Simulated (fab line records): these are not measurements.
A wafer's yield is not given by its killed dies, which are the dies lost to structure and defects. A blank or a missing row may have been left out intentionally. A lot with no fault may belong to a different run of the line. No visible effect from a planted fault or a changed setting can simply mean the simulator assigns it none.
Comparing a struck lot with a sound one + flow nand_harc + 15 out of 1159 route steps
Sound: these wafers, L508.2, L508.5, L508.6. The struck wafers were L513.1, L513.2, L513.6. The cause is named last.
Order at every step that has rows: each side's tool, ch and its chambers, its first start. Under that, the readings that differ: sound wafers + struck wafers + difference of the means + sigmas: that difference in standard deviations of wafers without a fault.
alike: readings whose means differ by less than 2 such deviations, and words and numbers that are the same on both sides. not compared: withheld readings, readings that some wafer has no value for, bounds like >300 that may hide the same value, and numbers for which the record gives no deviation and whose values overlap.
Wherever a step has rows on one side only, a row that says differs or no value, or a row with sigmas, the two part there. Numbers that have no deviation but don't overlap get no sigmas and don't part them. A reading missing from all wafers of one side parts the sides only when that side holds two or more wafers.

first, 3 steps without rows for these wafers: NHARC_P_GATE_EXPOSE_08 (exposes mask P HV); NHARC_P_GATE_PEB_09 (peb time 85 s); NHARC_P_GATE_DEVELOP_10 (time 70 s).
NHARC_P_GATE_CD_MEAS_11 targets a cd of 1640 nm.
  sound on cd_sem-01 ch 0, day 4 07:12; struck on cd_sem-01 ch 0, day 5 05:47
  alike: cd_nm
then, 1 step without rows for these wafers: NHARC_P_GATE_HARDBAKE_12 (time 80 s).
NHARC_P_GATE_DESCUM_13: chemistry O2, time 3 s.
  sound on rie_diel-12 ch 2,3, day 4 07:21; struck on rie_diel-12 ch 0,2,3, day 5 05:58
  alike: drypump_motor_current_A, oes_product_au, rf_vpp_V, showerhead_plenum_p_Torr, throttle_valve_pct
  not compared: rf_hours_counter_h
then, 6 steps without rows for these wafers: NHARC_P_GATE_ETCH_14 (etches SiO2 in dHF, target depth 48.8 nm); NHARC_P_GATE_STRIP_15 (strips in SPM, time 780 s); NHARC_P_GATE_PRECLEAN_71 (cleans in SC1); NHARC_P_GATE_SRD_72; NHARC_P_GATE_OXIDE_16 (material SiO2, target thk 3 nm, ox time 392 s); NHARC_P_GATE_CVD_17 (deposits poly-Si, target thk 150 nm, time 900 s).
NHARC_P_GATE_HM_DEP_102: deposits aC, target thk 120 nm.
  sound on acl_dep-02 ch 0, day 4 22:10; struck on acl_dep-03 ch 0, day 5 20:02
| reading              | sound | struck               | difference                   | sigmas |
|----------------------|-------|----------------------|------------------------------|--------|
| susceptor_temp_C (C) | - - - | 400.04 399.90 400.35 | no value on the sound wafers |        |
  alike: throttle_valve_pct
NHARC_P_GATE_DEP_103: deposits SiON, target thk 30 nm.
  sound on pecvd-03 ch 0,2, day 4 22:45; struck on pecvd-01 ch 0,1,2, day 5 20:56
  alike: heater_power_w, susceptor_temp_C
-- the record jumps here: 15 days lie between the struck wafers' starts before and after (it left off in module P_GATE and takes up again in module END, whose first step shown is number 1159 of the route) --
NHARC_END_SORT_01:
  only the struck wafers appear in the record here, on prober-02 ch 0 at day 20 15:26; the sound ones have no rows

WHERE THEY PART
Earliest at NHARC_P_GATE_HM_DEP_102; latest, in this record, at NHARC_END_SORT_01.

WHY: the cause the simulator had injected
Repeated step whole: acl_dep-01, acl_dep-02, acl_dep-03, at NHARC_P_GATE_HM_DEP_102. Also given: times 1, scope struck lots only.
